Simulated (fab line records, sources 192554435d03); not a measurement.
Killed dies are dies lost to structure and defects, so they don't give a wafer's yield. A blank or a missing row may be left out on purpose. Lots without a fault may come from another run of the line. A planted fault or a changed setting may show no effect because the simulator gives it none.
Chamber matching | flow n5_finfet | N5_HKMG_FIN_ALD_74 on ald_hk-01: 4 sister chambers
The step deposits La2O3, target thk 0.5 nm, pulse time 6 s, co reactant pulse time 1 s. 8 wafers are shown with their chamber, then 10 later ones without.

WAFERS WITH THEIR CHAMBER
wafer  | chamber | heater_power_w (W) | precursor_pulse_height_rel
L080.5 | 2       | 424                | 1.053
L083.2 | 0       | 325                | 0.995
L083.4 | 1       | 313                | 0.982
L086.3 | 0       | 321                | 1.025
L086.4 | 3       | 380                | 0.971
L086.5 | 1       | 306                | 0.997
L089.2 | 3       | 381                | 1.019
L089.4 | 2       | 438                | 0.987

WAFERS WITHOUT THEIR CHAMBER
wafer  | heater_power_w (W) | precursor_pulse_height_rel
L089.6 | 429                | 0.997
L092.1 | 437                | 0.972
L092.4 | 309                | 1.039
L092.6 | 377                | 1.011
L093.1 | 376                | 1.001
L093.5 | 368                | 1.017
L093.6 | 324                | 1.035
L096.2 | 382                | 0.986
L096.3 | 326                | 1.026
L096.4 | 443                | 0.995

WHICH CHAMBER EACH WENT THROUGH
wafer  | from the rows above     | in truth
L089.6 | 2                       | 2
L092.1 | 2                       | 2
L092.4 | can't be placed: 1 or 0 | 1
L092.6 | 3                       | 3
L093.1 | 3                       | 3
L093.5 | 3                       | 3
L093.6 | 0                       | 0
L096.2 | 3                       | 3
L096.3 | 0                       | 0
L096.4 | 2                       | 2
Placed correctly: 9 of 10. Can't be placed from these rows: 1 (the true chamber is among the candidates in 1). Placed wrongly: 0.
How it was worked out, from the rows above alone: a wafer's distance from a chamber is the root of the sum, over the readings, of the square of ((its reading less the chamber's mean) divided by the reading's scatter). The wafer belongs to the nearest chamber; if the next one is less than 2 further off, it can't be placed. A chamber's mean is the mean of its shown wafers. The scatter: the root of (the sum of the squares of (reading less its chamber's mean) over the shown wafers, divided by (wafers less chambers)).
